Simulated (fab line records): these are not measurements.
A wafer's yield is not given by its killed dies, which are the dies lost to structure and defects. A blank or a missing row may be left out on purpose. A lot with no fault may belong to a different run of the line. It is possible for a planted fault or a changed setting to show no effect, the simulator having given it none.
fab line records    flow n5-finfet
[record] lots = 6  wafers = 18  last-day = 17
route steps=1938 shown FIN_CUT@164 PASSIVATION@1936
lots that met no fault: from a run of the same line without faults
start-h: start of the lot's first displayed wafer, in hours after the record's first day    wait-h: time in hours since the lot's previous step    " repeats the value in the row above    L1.1+2: a single row standing in for several wafers    - no value, or no start was given    * or withheld: withheld    < > ~ a bound
route shown NAME@n: NAME is a module with steps in the file, n the number in the route of the first one    usual: mean/standard deviation taken from wafers without a fault    same: alike in all rows    chamber/n: place in a boat    sites: the reading at each site    _std_site: their standard deviation    _edge_site: mean of outer sites minus mean of inner sites    radius-mm: for every site, how far away it sits from the centre of the wafer    mask NAME#n: copy n    behind: the tool/chamber that last shaped the wafer    hold: what put the lot on hold/how long, in hours/how the hold closed    device: which transistor (n, p or np) failed to switch    end of line: the same wafers' tests at the end of the route    for a step that has no rows: nothing shown but its recipe    killed: not the wafer's yield, but the dies lost to structure and defects at the first sort    map: per-die view of a wafer (x killed, . not killed, _ where there is no die)
set.NAME: the run value of the setting; set.NAME@STEP: its run value at that earlier step    model.NAME: the simulator's own value behind a step, which no gauge read
lots at selected steps of the route; one table per step, one row per wafer
services: when a tool's chamber went out of use (start-h, in hours from the record's first day, below 0 if earlier), for how many hours, and the reason
[[steps]]
[step N5_FIN_CUT_OVL_MEAS_09]
[recipe] points-per-wafer = 522
[usual] FIN_CUT_OVL = 0.3/0.59
lot.wafer  tool        chamber  start-h  wait-h  FIN_CUT_OVL[nm]
L532.3     overlay-01  0        38.57    0.0     0.2
L532.4     "           0        "        "       0.3
L532.6     "           0        "        "       0.3
L533.4     overlay-01  0        44.82    0.0     1.1
L533.5     "           0        "        "       0.2
L533.6     "           0        "        "       1.0
L540.1     overlay-01  0        87.76    0.0     0.4
L540.4     "           0        "        "       -1.0
L540.5     "           0        "        "       0.1
L542.1     overlay-02  0        101.27   0.0     0.8
L542.2     "           0        "        "       -0.3
L542.4     "           0        "        "       -0.6
L545.3     overlay-01  0        117.52   0.0     -0.7
L545.4     "           0        "        "       -0.5
L545.5     "           0        "        "       -0.5
L548.3     overlay-02  0        134.13   0.0     -0.2
L548.4     "           0        "        "       0.4
L548.6     "           0        "        "       -0.3
[step N5_FIN_CUT_INSPECT_10]
[recipe] mode = adi  inspect-instrument = brightfield
[usual] raw-defect-count = 42/13
lot.wafer  tool               chamber  start-h  wait-h  raw-defect-count
L532.3     defect-inspect-01  -        38.61    0.0     24
L532.4     "                  -        "        "       22
L532.6     "                  -        "        "       38
L533.4     defect-inspect-02  -        44.86    0.0     38
L533.5     "                  -        "        "       25
L533.6     "                  -        "        "       33
L540.1     defect-inspect-02  -        87.83    0.1     15
L540.4     "                  -        "        "       24
L540.5     "                  -        "        "       35
L542.1     defect-inspect-02  -        101.32   0.1     32
L542.2     "                  -        "        "       56
L542.4     "                  -        "        "       39
L545.3     defect-inspect-01  -        117.56   0.0     71
L545.4     "                  -        "        "       51
L545.5     "                  -        "        "       74
L548.3     defect-inspect-01  -        134.17   0.0     45
L548.4     "                  -        "        "       36
L548.6     "                  -        "        "       54
[step N5_FIN_CUT_DESCUM_13]
[recipe] chemistry = O2  time-s = 7  source-power-w = 50  bias-power-w = 20  pressure-mtorr = 20  rf-frequency-hz = 2.712e+07  temp-c = 40  resist = CAR-EUV  o2-flow-sccm = 225
[step N5_FIN_CUT_ETCH_30]
[recipe] chemistry = N2/H2  target = underlayer  target-depth-a = 130  mask-material = CAR-EUV  time-s = 10.4  ion-energy-ev = 200  pressure-mtorr = 30  source-w = 840  bias-w = 150  n2-flow-sccm = 200  h2-flow-sccm = 200  ends = cleared
[usual] drypump-motor-current-A = 5.8/0.41  etch-rf-on-time-s = 10.38/0.27  h2-flow-sccm = 200.0/0.62  oes-product-au = 0.68/0.068  rf-vpp-V = 524.0/2.6  showerhead-plenum-p-Torr = 2.54/0.094  throttle-valve-pct = 17.80/0.18
lot.wafer  tool         chamber  start-h  wait-h  drypump-motor-current-A  etch-rf-on-time-s  h2-flow-sccm  oes-product-au  rf-hours-counter-h  rf-vpp-V  showerhead-plenum-p-Torr  throttle-valve-pct
L532.3     rie-diel-01  3        38.68    0.0     6.0                      10.45              200.4         0.69            111                 523.3     2.55                      17.55
L532.4     "            0        "        "       6.1                      10.25              199.5         0.64            180                 526.0     2.63                      17.82
L532.6     "            3        "        "       6.0                      10.50              199.4         0.68            -                   523.1     2.55                      17.53
L533.4     rie-diel-05  1        44.93    0.0     6.1                      10.16              200.9         0.72            67                  522.8     2.47                      17.78
L533.5     "            2        "        "       5.3                      10.13              198.7         0.72            -                   526.4     2.60                      18.04
L533.6     "            3        "        "       6.2                      10.24              201.5         0.64            -                   527.3     2.64                      17.85
L540.1     rie-diel-01  3        87.90    0.0     6.0                      10.65              198.1         0.67            124                 525.9     2.55                      17.57
L540.4     "            2        "        "       5.2                      10.34              201.5         0.73            65                  523.3     2.47                      17.83
L540.5     "            3        "        "       6.0                      10.51              198.5         0.68            -                   523.8     2.55                      17.56
L542.1     rie-diel-01  1        101.39   0.0     6.3                      10.50              200.0         0.76            27                  521.9     2.49                      17.61
L542.2     "            2        "        "       5.2                      10.42              199.8         0.72            69                  522.0     2.47                      17.83
L542.4     "            3        "        "       6.0                      10.57              200.5         0.67            128                 523.1     2.55                      17.56
L545.3     rie-diel-01  0        117.63   0.0     6.0                      10.36              200.2         0.62            203                 526.0     2.62                      17.85
L545.4     "            2        "        "       5.2                      10.43              200.6         0.71            -                   522.9     2.46                      17.83
L545.5     "            0        "        "       6.0                      10.26              200.6         0.63            -                   527.2     2.62                      17.85
L548.3     rie-diel-04  3        134.24   0.0     5.7                      10.68              200.5         0.59            235                 520.0     2.39                      17.88
L548.4     "            3        "        "       5.7                      10.58              200.0         0.59            -                   519.4     2.39                      17.87
L548.6     "            0        "        "       5.1                      10.13              199.6         0.66            -                   523.9     2.52                      17.59
[step N5_FIN_CUT_ETCH_20]
[recipe] chemistry = CF4  target = SiARC  target-depth-a = 260  mask-material = CAR-EUV  time-s = 43.3  ion-energy-ev = 80  pressure-mtorr = 40  source-w = 545  bias-w = 36  Ar_flow_sccm = 100  cf4-flow-sccm = 100  ends = cleared
[step N5_FIN_CUT_ETCH_21]
[recipe] chemistry = N2/H2  target = SOC  target-depth-a = 2190  overetch-a = 438  mask-material = SiARC  temp-c = 40  ion-energy-ev = 100  bias-w = 61  time-s = 523.5  pressure-mtorr = 30  source-w = 850  n2-flow-sccm = 200  h2-flow-sccm = 200
[usual] drypump-motor-current-A = 5.8/0.41  h2-flow-sccm = 200.0/0.53  oes-product-au = 0.74/0.071  rf-vpp-V = 240.7/1.4  showerhead-plenum-p-Torr = 2.54/0.094  throttle-valve-pct = 17.75/0.18
[same] time-s = 523.5
lot.wafer  tool         chamber  start-h  wait-h  drypump-motor-current-A  h2-flow-sccm  oes-product-au  rf-hours-counter-h  rf-vpp-V  showerhead-plenum-p-Torr  throttle-valve-pct
L532.3     rie-diel-01  3        38.74    0.0     6.0                      200.2         0.75            111                 242.1     2.55                      17.50
L532.4     "            0        "        "       6.1                      201.4         0.68            180                 240.4     2.63                      17.77
L532.6     "            3        "        "       6.0                      200.2         0.74            -                   240.1     2.55                      17.50
L533.4     rie-diel-05  1        44.99    0.0     6.1                      200.8         0.78            67                  240.6     2.47                      17.72
L533.5     "            2        "        "       5.3                      199.7         0.77            -                   241.3     2.60                      18.00
L533.6     "            3        "        "       6.2                      200.1         0.68            -                   241.4     2.64                      17.82
L540.1     rie-diel-01  3        87.95    0.0     6.0                      199.8         0.73            124                 241.9     2.55                      17.52
L540.4     "            2        "        "       5.2                      199.8         0.78            66                  239.6     2.47                      17.77
L540.5     "            3        "        "       6.0                      200.3         0.74            -                   241.7     2.55                      17.53
L542.1     rie-diel-01  1        101.45   0.0     6.3                      200.4         0.81            27                  239.8     2.49                      17.55
L542.2     "            2        "        "       5.2                      200.0         0.77            70                  240.1     2.47                      17.77
L542.4     "            3        "        "       6.0                      200.1         0.73            128                 241.0     2.55                      17.53
L545.3     rie-diel-01  0        117.69   0.0     6.1                      199.7         0.67            203                 242.4     2.62                      17.80
L545.4     "            2        "        "       5.2                      201.5         0.77            -                   240.5     2.46                      17.78
L545.5     "            0        "        "       6.1                      199.4         0.67            -                   241.2     2.62                      17.79
L548.3     rie-diel-04  3        134.30   0.0     5.7                      199.7         0.64            235                 237.4     2.39                      17.82
L548.4     "            3        "        "       5.7                      199.1         0.63            -                   238.6     2.39                      17.84
L548.6     "            0        "        "       5.2                      200.3         0.70            -                   242.3     2.52                      17.56
[step N5_FIN_CUT_STRIP_23]
[recipe] chemistry = N2/H2  temp-c = 40  n2-flow-sccm = 200  h2-flow-sccm = 200  rf-frequency-hz = 6e+07
[step N5_FIN_CUT_STRIP_31]
[recipe] chemistry = N2/H2  temp-c = 40  n2-flow-sccm = 200  h2-flow-sccm = 200  rf-frequency-hz = 6e+07
[step N5_FIN_CUT_STRIP_24]
[recipe] chemistry = CF4  resist = SiARC  power-w = 300  bias-power-w = 75  pressure-mtorr = 50  cf4-flow-sccm = 150  rf-frequency-hz = 6e+07
[usual] drypump-motor-current-A = 5.7/0.42  oes-product-au = 0.79/0.076  power-w = 299.9/0.91  rf-vpp-V = 271.3/1.6  showerhead-plenum-p-Torr = 1.80/0.061  throttle-valve-pct = 13.57/0.17
lot.wafer  tool         chamber  start-h  wait-h  drypump-motor-current-A  oes-product-au  power-w  rf-hours-counter-h  rf-vpp-V  showerhead-plenum-p-Torr  throttle-valve-pct
L532.3     rie-diel-01  3        39.06    0.0     6.0                      0.80            300.1    111                 270.2     1.81                      13.45
L532.4     "            0        "        "       6.1                      0.73            298.5    180                 272.7     1.85                      13.54
L532.6     "            3        "        "       6.0                      0.81            299.9    -                   269.0     1.81                      13.43
L533.4     rie-diel-05  1        45.31    0.0     6.1                      0.83            299.0    67                  269.2     1.76                      13.56
L533.5     "            2        "        "       5.3                      0.82            300.9    -                   271.5     1.82                      13.61
L533.6     "            3        "        "       6.2                      0.74            299.2    -                   273.5     1.87                      13.68
L540.1     rie-diel-01  3        88.28    0.0     6.0                      0.80            299.7    125                 271.8     1.80                      13.47
L540.4     "            2        "        "       5.1                      0.84            300.9    66                  269.9     1.75                      13.52
L540.5     "            3        "        "       6.0                      0.79            299.6    -                   271.0     1.80                      13.46
L542.1     rie-diel-01  1        101.78   0.0     6.3                      0.88            299.1    28                  270.6     1.77                      13.23
L542.2     "            2        "        "       5.2                      0.84            299.6    70                  270.9     1.75                      13.52
L542.4     "            3        "        "       6.0                      0.79            298.8    128                 271.6     1.80                      13.48
L545.3     rie-diel-01  0        118.01   0.0     6.1                      0.71            297.4    203                 273.6     1.84                      13.58
L545.4     "            2        "        "       5.1                      0.83            297.6    -                   269.2     1.75                      13.55
L545.5     "            0        "        "       6.0                      0.71            297.6    -                   272.4     1.84                      13.60
L548.3     rie-diel-04  3        134.62   0.0     5.7                      0.68            299.1    235                 267.9     1.70                      13.79
L548.4     "            3        "        "       5.7                      0.68            299.8    -                   268.1     1.70                      13.78
L548.6     "            0        "        "       5.1                      0.76            300.1    -                   271.6     1.79                      13.47
[step N5_FIN_CUT_CUT_ETCH_26]
[recipe] chemistry = CH3F/O2  target = SiNx  target-depth-a = 390  mask-material = SOC  time-s = 55.7  pressure-mtorr = 30  source-w = 395  bias-w = 73  Ar_flow_sccm = 150  CH3F_flow_sccm = 30  O2_flow_sccm = 20  ion-energy-ev = 120
[step N5_FIN_CUT_CUT_ETCH_27]
[recipe] chemistry = CHF3/O2  target = SiO2  target-depth-a = 40  mask-material = SOC  overetch-a = 20  time-s = 4.9  pressure-mtorr = 30  source-w = 650  bias-w = 170  Ar_flow_sccm = 200  CHF3_flow_sccm = 50  O2_flow_sccm = 5  ion-energy-ev = 200
[step N5_FIN_CUT_PRECLEAN_35]
[recipe] time-s = 13.3  temp-c = 45  pressure-torr = 125  p-hf-torr = 3  p-coreactant-torr = 25  chemistry = vHF
[usual] drypump-motor-current-A = 5.42/0.2
[same] time-s = 13.3
lot.wafer  tool           chamber  start-h  wait-h  drypump-motor-current-A
L532.3     vapor-etch-01  0        39.22    0.1     5.16
L532.4     "              1        "        "       5.71
L532.6     "              0        "        "       5.18
L533.4     vapor-etch-01  0        45.46    0.1     5.17
L533.5     "              0        "        "       5.17
L533.6     "              1        "        "       5.70
L540.1     vapor-etch-01  0        89.18    0.8     5.14
L540.4     "              1        "        "       5.70
L540.5     "              1        "        "       5.70
L542.1     vapor-etch-02  1        101.91   0.0     5.30
L542.2     "              0        "        "       5.53
L542.4     "              1        "        "       5.31
L545.3     vapor-etch-02  0        118.68   0.6     5.50
L545.4     "              1        "        "       5.31
L545.5     "              1        "        "       5.33
L548.3     vapor-etch-01  0        134.78   0.1     5.19
L548.4     "              1        "        "       5.73
L548.6     "              1        "        "       5.71
[step N5_FIN_CUT_CUT_ETCH_15]
[recipe] chemistry = HBr/Cl2/O2  target = Si  target-depth-a = 1000  bt-time-s = 10  mask-material = SOC  time-s = 42.4  ion-energy-ev = *  bias-w = *  pressure-mtorr = 10  icp-w = 800  HBr_flow_sccm = 150  Cl2_flow_sccm = 80  O2_flow_sccm = 12
[usual] drypump-motor-current-A = 5.8/0.51  oes-product-au = 1.009/0.012  throttle-valve-pct = 37.02/0.27
lot.wafer  tool       chamber  start-h  wait-h  drypump-motor-current-A  oes-product-au  rf-hours-counter-h  throttle-valve-pct  model.etch.depth-nm  model.FIN_CUT.feature-depth-nm  model.SOC_of_FIN_CUT_COAT_18.thk-nm
L532.3     rie-si-03  3        39.28    0.0     6.2                      1.001           202                 36.99               98.96                99                              170.2
L532.4     "          0        "        "       5.8                      1.011           97                  37.25               99.01                99                              170
L532.6     "          0        "        "       5.7                      1.013           -                   37.27               98.58                98.6                            170.2
L533.4     rie-si-02  1        45.52    0.0     5.3                      0.985           194                 37.04               99.97                100                             170.4
L533.5     "          1        "        "       5.3                      0.989           -                   37.05               100.3                100.4                           169.6
L533.6     "          0        "        "       5.4                      1.018           -                   36.46               98.01                98                              171.2
L540.1     rie-si-03  2        89.26    0.1     5.0                      1.006           90                  37.03               95.13                95.2                            171.8
L540.4     "          0        "        "       5.7                      1.013           98                  37.27               94.37                94.4                            172.2
L540.5     "          0        "        "       5.7                      1.021           -                   37.25               100.4                100.4                           170
L542.1     rie-si-03  0        101.99   0.1     5.7                      1.017           98                  37.27               93.12                93.2                            172.4
L542.2     "          2        "        "       5.0                      1.014           90                  37.02               100.1                100                             169.8
L542.4     "          3        "        "       6.2                      1.028           0                   36.98               91.97                92                              172.6
L545.3     rie-si-02  1        118.74   0.0     5.3                      0.986           195                 37.05               100.2                100.2                           170
L545.4     "          3        "        "       6.1                      1.007           32                  36.85               100.6                100.6                           170
L545.5     "          1        "        "       5.3                      0.981           -                   37.04               99.19                99.2                            170
L548.3     rie-si-01  1        134.84   0.0     6.5                      1.012           87                  36.95               99.5                 99.6                            170.2
L548.4     "          0        "        "       5.3                      1.008           135                 36.89               97.95                98                              169.8
L548.6     "          1        "        "       6.5                      1.005           -                   36.96               98.73                98.8                            169.8
[step N5_FIN_CUT_CUT_ETCH_28]
[recipe] chemistry = HBr/Cl2/O2  target = Si  target-depth-a = 60  mask-material = SOC  time-s = 2.4  ion-energy-ev = *  bias-w = *  pressure-mtorr = 10  icp-w = 800  HBr_flow_sccm = 150  Cl2_flow_sccm = 80  O2_flow_sccm = 12
[usual] drypump-motor-current-A = 5.8/0.51  oes-product-au = 1.009/0.012  throttle-valve-pct = 37.01/0.27
[same] time-s = 2.4
lot.wafer  tool       chamber  start-h  wait-h  drypump-motor-current-A  oes-product-au  rf-hours-counter-h  throttle-valve-pct  model.SOC_of_FIN_CUT_COAT_18.thk-nm
L532.3     rie-si-03  3        39.33    0.0     6.2                      1.002           202                 36.99               168.4
L532.4     "          0        "        "       5.7                      1.018           97                  37.25               168.2
L532.6     "          0        "        "       5.7                      1.013           -                   37.25               168.6
L533.4     rie-si-02  1        45.58    0.0     5.4                      0.985           194                 37.04               168.8
L533.5     "          1        "        "       5.4                      0.986           -                   37.03               168
L533.6     "          0        "        "       5.4                      1.020           -                   36.46               169.6
L540.1     rie-si-03  2        89.32    0.0     5.0                      1.014           90                  37.02               170.2
L540.4     "          0        "        "       5.8                      1.011           98                  37.25               170.6
L540.5     "          0        "        "       5.7                      1.015           -                   37.28               168.2
L542.1     rie-si-03  0        102.04   0.0     5.7                      1.012           98                  37.26               170.6
L542.2     "          2        "        "       5.0                      1.011           90                  37.01               168
L542.4     "          3        "        "       6.2                      1.027           0                   36.96               170.8
L545.3     rie-si-02  1        118.79   0.0     5.3                      0.982           195                 37.04               168.2
L545.4     "          3        "        "       6.1                      1.003           32                  36.85               168.2
L545.5     "          1        "        "       5.3                      0.976           -                   37.05               168.4
L548.3     rie-si-01  1        134.90   0.0     6.5                      0.999           87                  36.98               168.6
L548.4     "          0        "        "       5.4                      1.001           136                 36.88               168.2
L548.6     "          1        "        "       6.4                      1.006           -                   36.97               168
[step N5_FIN_CUT_STRIP_22]
[recipe] chemistry = N2/H2  power-w = 500  temp-c = 40  pressure-mtorr = 50  rf-frequency-hz = 6e+07  overash-fraction = 0.3  bias-power-w = 8  h2-frac = 0.5  n2-flow-sccm = 300  h2-flow-sccm = 300
[usual] drypump-motor-current-A = 5.8/0.39  h2-flow-sccm = 299.9/0.96  oes-product-au = 0.80/0.087  power-w = 499.9/1.6  rf-vpp-V = 54.3/2.3  showerhead-plenum-p-Torr = 3.37/0.13  throttle-valve-pct = 18.83/0.28
lot.wafer  tool         chamber  start-h  wait-h  drypump-motor-current-A  h2-flow-sccm  oes-product-au  power-w  rf-hours-counter-h  rf-vpp-V  showerhead-plenum-p-Torr  throttle-valve-pct
L532.3     rie-diel-01  2        39.40    0.0     5.2                      300.1         0.86            498.8    52                  58.2      3.27                      18.89
L532.4     "            0        "        "       6.1                      300.7         0.74            500.3    180                 57.3      3.47                      18.87
L532.6     "            0        "        "       6.1                      299.6         0.74            497.5    -                   59.5      3.48                      18.90
L533.4     rie-diel-05  3        45.64    0.0     6.2                      300.9         0.74            502.4    180                 56.2      3.48                      19.10
L533.5     "            0        "        "       5.9                      299.7         0.69            500.3    -                   55.3      3.46                      19.41
L533.6     "            1        "        "       6.1                      298.1         0.82            497.8    -                   52.3      3.26                      18.80
L540.1     rie-diel-05  3        89.38    0.0     6.2                      298.8         0.73            503.3    194                 54.6      3.47                      19.09
L540.4     "            1        "        "       6.2                      300.8         0.81            497.3    81                  52.4      3.26                      18.79
L540.5     "            3        "        "       6.2                      300.0         0.75            498.9    -                   62.1      3.47                      19.07
L542.1     rie-diel-05  1        102.12   0.1     6.1                      300.2         0.81            496.7    84                  53.6      3.25                      18.74
L542.2     "            3        "        "       6.2                      299.7         0.74            498.9    197                 49.6      3.47                      19.06
L542.4     "            0        "        "       5.9                      301.9         0.69            498.7    244                 53.8      3.45                      19.43
L545.3     rie-diel-05  1        118.86   0.0     6.1                      300.3         0.80            501.6    89                  52.1      3.25                      18.79
L545.4     "            3        "        "       6.2                      300.3         0.74            500.7    202                 56.1      3.46                      19.04
L545.5     "            1        "        "       6.2                      299.1         0.81            502.8    -                   54.5      3.25                      18.79
L548.3     rie-diel-04  3        134.96   0.0     5.7                      298.6         0.67            501.4    235                 52.8      3.16                      18.78
L548.4     "            1        "        "       5.9                      300.3         0.88            500.3    -                   55.7      3.56                      18.80
L548.6     "            3        "        "       5.7                      300.0         0.69            499.6    -                   52.9      3.16                      18.82
[step N5_PASSIVATION_PROBE_49]
[usual] killed_at_M0_to_M3 = 34/12  killed_at_M4_up = 12/4.9  killed-at-contacts = 13/7.2  killed-at-front-end = 39/12  killed-at-other = 3.7/2.9  killed-dies = 101/18  killed-open = 67/14  killed-short = 33/7.2
[same] gross-dies = 1180  killed-at-back-side = 0
lot.wafer  tool       chamber  start-h  wait-h  killed_at_M0_to_M3  killed_at_M4_up  killed-at-contacts  killed-at-front-end  killed-at-other  killed-dies  killed-open  killed-short
L542.1     prober-01  -        356.86   0.0     19                  7                14                  51                   12               103          60           42
L542.2     prober-01  -        356.91   0.1     45                  13               12                  26                   2                98           67           30
L542.4     prober-01  -        357.01   0.2     30                  7                11                  35                   3                86           58           27
L545.3     prober-01  -        373.81   0.1     28                  6                6                   73                   3                116          76           40
L545.4     prober-01  -        373.86   0.2     33                  23               8                   44                   3                111          75           36
L545.5     prober-01  -        373.91   0.2     38                  16               13                  43                   4                114          70           44
// killed by level:class
L542.1 FIN_SAQP:geometric-particle:open=18 GATE_CUT:geometric-particle:short=10 MOL_CONTACT_COAG:geometric-particle:open=10 FIN_SAQP:geometric-particle:short=7 GATE_CUT:geometric-particle:open=6 BEOL_M0_SAQP:geometric-particle:short=5 MIM_TOP:geometric-particle:open=5 MOL_CONTACT_COAG:geometric-particle:short=4
L542.2 BEOL_M0_SAQP:geometric-particle:short=16 MOL_CONTACT_COAG:geometric-particle:open=12 BEOL_M0_SAQP:geometric-particle:open=10 BEOL_M3:geometric-particle:open=5 GATE_CUT:geometric-particle:open=5 BEOL_M5:geometric-particle:open=5 STI_FIN_REVEAL:geometric-particle:open=4 BEOL_M2:geometric-particle:open=4
L542.4 FIN_SAQP:geometric-particle:open=16 FIN_SAQP:geometric-particle:short=7 MOL_CONTACT_COAG:geometric-particle:open=7 BEOL_M0_SAQP:geometric-particle:short=7 BEOL_M1:geometric-particle:open=6 BEOL_M0_SAQP:geometric-particle:open=6 BEOL_M3:geometric-particle:open=6 MOL_CONTACT_COAG:geometric-particle:short=4
L545.3 FIN_SAQP:geometric-particle:short=25 FIN_SAQP:geometric-particle:open=19 BEOL_M2:geometric-particle:open=11 STI_FIN_REVEAL:geometric-particle:open=8 MOL_CONTACT_COAG:geometric-particle:open=6 GATE_CUT:geometric-particle:open=6 GATE_CUT:geometric-particle:short=5 BEOL_M4:geometric-particle:open=5
L545.4 BEOL_M2:geometric-particle:open=16 BEOL_M4:geometric-particle:open=15 FIN_SAQP:geometric-particle:open=12 FIN_SAQP:geometric-particle:short=8 MOL_CONTACT_COAG:geometric-particle:open=7 GATE_CUT:geometric-particle:short=6 BEOL_M0_SAQP:geometric-particle:open=6 GATE_CUT:geometric-particle:open=5
L545.5 BEOL_M4:geometric-particle:open=10 FIN_SAQP:geometric-particle:short=9 MOL_CONTACT_COAG:geometric-particle:open=9 FIN_SAQP:geometric-particle:open=8 BEOL_M2:geometric-particle:open=8 DUMMY_GATE:geometric-particle:open=7 BEOL_M0_SAQP:geometric-particle:open=7 BEOL_M0_SAQP:geometric-particle:short=7
[[services]]
tool           chamber  start-h  hours  kind
rie-diel-05    3        36.92    2.7    repair
rie-si-01      3        48.04    8.9    repair
rie-diel-04    1        56.27    4.2    repair
rie-si-03      3        58.88    6.8    repair
rie-diel-05    -        60.59    0.6    repair
rie-si-03      0        70.48    7.0    repair
rie-si-01      -        78.17    0.7    repair
rie-diel-04    0        80.56    7.8    repair
rie-diel-01    -        98.51    2.8    pm
vapor-etch-01  -        111.01   2.8    pm
rie-diel-01    3        111.79   13.2   repair
rie-diel-04    2        120.94   -      clean
rie-diel-04    2        120.94   -      consumable-replace:focus-ring
rie-diel-04    2        120.94   -      consumable-replace:showerhead
rie-diel-04    2        120.94   23.6   scheduled-down
rie-diel-04    2        120.94   23.6   vent-cycle
rie-diel-05    0        123.19   -      clean
rie-diel-05    0        123.19   -      consumable-replace:focus-ring
rie-diel-05    0        123.19   28.3   scheduled-down
rie-diel-05    0        123.19   28.3   vent-cycle
rie-diel-01    0        123.46   131.8  repair
rie-diel-05    1        126.84   5.4    repair
rie-si-02      1        129.08   9.9    repair
[[key]]
first-sign none at tools or gauges
[model-effect] step = N5_FIN_CUT_CUT_ETCH_15  value = etch.depth-nm  without = 99.68  struck = 93.65
[model-effect] step = N5_FIN_CUT_CUT_ETCH_28  value = SOC_of_FIN_CUT_COAT_18.thk-nm  without = 168.2  struck = 170.6
met-at N5_FIN_CUT_CUT_ETCH_15
struck-wafers L540.1,L540.4,L542.1,L542.4
tester-left-out L540,L542
onset-between 39.28 89.26
[fault] kind = process-parameter-drift  tool = rie-si-03  chamber = -  onset-h = 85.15  steps = N5_FIN_CUT_CUT_ETCH_15  channel = time-s  offset = *  shape = step  end-h = 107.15  scope = struck-wafers-only  acts-in = *  stated = *
// tester-left-out: of these lots the tester's yield and bins aren't shown, on N5 and GAA mostly nor the transistor test; their killed dies are dies lost to structure and defects alone, not to doping, threshold or leakage, so they don't give the yield
